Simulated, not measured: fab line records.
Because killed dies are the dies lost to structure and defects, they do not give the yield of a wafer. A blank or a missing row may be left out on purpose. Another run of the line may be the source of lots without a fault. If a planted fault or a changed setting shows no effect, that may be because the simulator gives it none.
Split-lot trial	flow n5Finfet	on a route of 1938 steps: 7 lots, 39 wafers read

## ON THE SPLIT
At N5_BEOL_M8_DESCUM_33 (chemistry O2, time 7 s), the setting timeS was moved away from the recipe's 7 s on 12 of the 39 wafers read, by -56.1% to +50.9%. For the rest of the wafers, this setting stayed at what the recipe calls for.

## BETWEEN THE SPLIT AND THE READING: the file shows 1 step in between
- N5_BEOL_M8_ETCH_72: etches underlayer in N2/H2, target depth 6.5 nm, time 5.2 s

## THE READING
CAR-EUV_of_BEOL_M8_COAT_22.thkNm (the simulator's own value, which no gauge read), in nm, at N5_BEOL_M8_ETCH_65 (etches SiARC in CF4, target depth 15.6 nm, time 26 s). There is no usual value for it anywhere in the file. Average 11.2 nm, standard deviation 0.15 nm, over the 27 wafers here run with the recipe.

wafer	tool, chamber at the split	timeS as run, s	against the recipe	CAR-EUV_of_BEOL_M8_COAT_22.thkNm, nm	against lot-mates on the recipe
L076.1	rieDiel-04, 0,1,3	9.097	+30.0%	10.4	-0.7
L076.2	rieDiel-04, 0,1,3	9.097	+30.0%	10.4	-0.7
L076.3	rieDiel-04, 0,1,3	9.097	+30.0%	10.2	-0.9
L076.4	rieDiel-04, 2	7	recipe	11.2	-
L076.6	rieDiel-04, 3	7	recipe	11.2	-
L076.5	rieDiel-04, 2	7	recipe	11	-
L077.2	rieDiel-04, 2	7	recipe	11.2	-
L077.3	rieDiel-04, 1,3	7	recipe	11.6	-
L077.6	rieDiel-04, 1,3	7	recipe	11.4	-
L083.1	rieDiel-01, 3,2	7	recipe	11.4	-
L083.2	rieDiel-01, 0	7	recipe	11.2	-
L083.6	rieDiel-01, 3,2	7	recipe	11.2	-
L083.3	rieDiel-01, 1	3.075	-56.1%	13	+1.7
L083.4	rieDiel-01, 2,3	3.075	-56.1%	13.2	+1.9
L083.5	rieDiel-01, 2,3	3.075	-56.1%	13.2	+1.9
L085.1	rieDiel-01, 3,1,2,1	7	recipe	11.4	-
L085.2	rieDiel-01, 3,1,2,1	7	recipe	11.2	-
L085.3	rieDiel-01, 3,1,2,1	7	recipe	11.2	-
L085.6	rieDiel-01, 3,1,2,1	7	recipe	11.2	-
L085.4	rieDiel-01, 0	7	recipe	11	-
L085.5	rieDiel-01, 0	7	recipe	11	-
L090.1	rieDiel-06, 1,0,2,3,2,1	7	recipe	11	-
L090.4	rieDiel-06, 1,0,2,3,2,1	7	recipe	11	-
L090.6	rieDiel-06, 1,0,2,3,2,1	7	recipe	11	-
L090.2	rieDiel-06, 1,0,2,3,2,1	7	recipe	11.2	-
L090.3	rieDiel-06, 1,0,2,3,2,1	7	recipe	11.2	-
L090.5	rieDiel-06, 1,0,2,3,2,1	7	recipe	11.2	-
L091.1	rieDiel-01, 3,1	3.407	-51.3%	13	+2.0
L091.5	rieDiel-01, 3,1	3.407	-51.3%	13	+2.0
L091.2	rieDiel-01, 2,0,0	7	recipe	11	-
L091.3	rieDiel-01, 2,0,0	7	recipe	11	-
L091.6	rieDiel-01, 2,0,0	7	recipe	11	-
L091.4	rieDiel-01, 1	3.407	-51.3%	12.8	+1.8
L096.1	rieDiel-04, 1	10.56	+50.9%	9.6	-1.5
L096.2	rieDiel-04, 0,3	10.56	+50.9%	9.6	-1.5
L096.3	rieDiel-04, 0,3	10.56	+50.9%	9.4	-1.7
L096.4	rieDiel-04, 3,0,1	7	recipe	11	-
L096.5	rieDiel-04, 3,0,1	7	recipe	11.2	-
L096.6	rieDiel-04, 3,0,1	7	recipe	11.2	-
Rows listing several chambers each stand for several wafers; the file does not say which wafer went through which chamber.

FIT RESULTS
A straight line over all 39 wafers: CAR-EUV_of_BEOL_M8_COAT_22.thkNm changes by -0.0333 nm for each +1% of timeS; r = -0.99; the points scatter about the line by 0.15 nm.
The same after taking each lot's own level away (the mean of its wafers on the recipe; 39 wafers): -0.0333 nm for each +1%; r = -0.99; scatter 0.13 nm.
Per that fit: largest timeS move, reading shift of 1.9 nm.
From 11.00 to 11.40 nm: that is the span of the lots' own levels, equal to 2.6 times the standard deviation above.
Consequently the slope shifts little with the lot-to-lot level, the two slopes agreeing.
Check: for one of the wafers moved furthest among these (-56.1%), held out of the fit, the line's prediction against its lot-mates is +1.93 nm. Against them it came out at +1.73 nm.

## OTHER SPLITS APPLIED TO THESE WAFERS
These wafers also went through other splits before the reading. Each is held against what the fit with the lots' levels taken away leaves over:
other split on the same wafers	wafers away from the commonest value	r with CAR-EUV_of_BEOL_M8_COAT_22.thkNm (lot level and that fit taken away)
N5_BEOL_M1_ALD_84 aldCycles	15	+0.20

## THE WHOLE CHAIN: every reading that the file lists as answering this split, in the file's order
step	what it does	reading	change (the file's fit)	r (the file's)
N5_BEOL_M8_DESCUM_33	chemistry O2, time 7 s	CAR-EUV_of_BEOL_M8_COAT_22.thkNm (the simulator's own value, which no gauge read)	-0.0351 nm for each +1% of the setting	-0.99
N5_BEOL_M8_ETCH_72	etches underlayer in N2/H2, target depth 6.5 nm, time 5.2 s	CAR-EUV_of_BEOL_M8_COAT_22.thkNm (the simulator's own value, which no gauge read)	-0.0338 nm for each +1% of the setting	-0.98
N5_BEOL_M8_ETCH_65	etches SiARC in CF4, target depth 15.6 nm, time 26 s	CAR-EUV_of_BEOL_M8_COAT_22.thkNm (the simulator's own value, which no gauge read)	-0.0334 nm for each +1% of the setting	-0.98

## FILE'S OWN FIT
CAR-EUV_of_BEOL_M8_COAT_22.thkNm changes by -0.0334 nm for each +1% of timeS, r = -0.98.
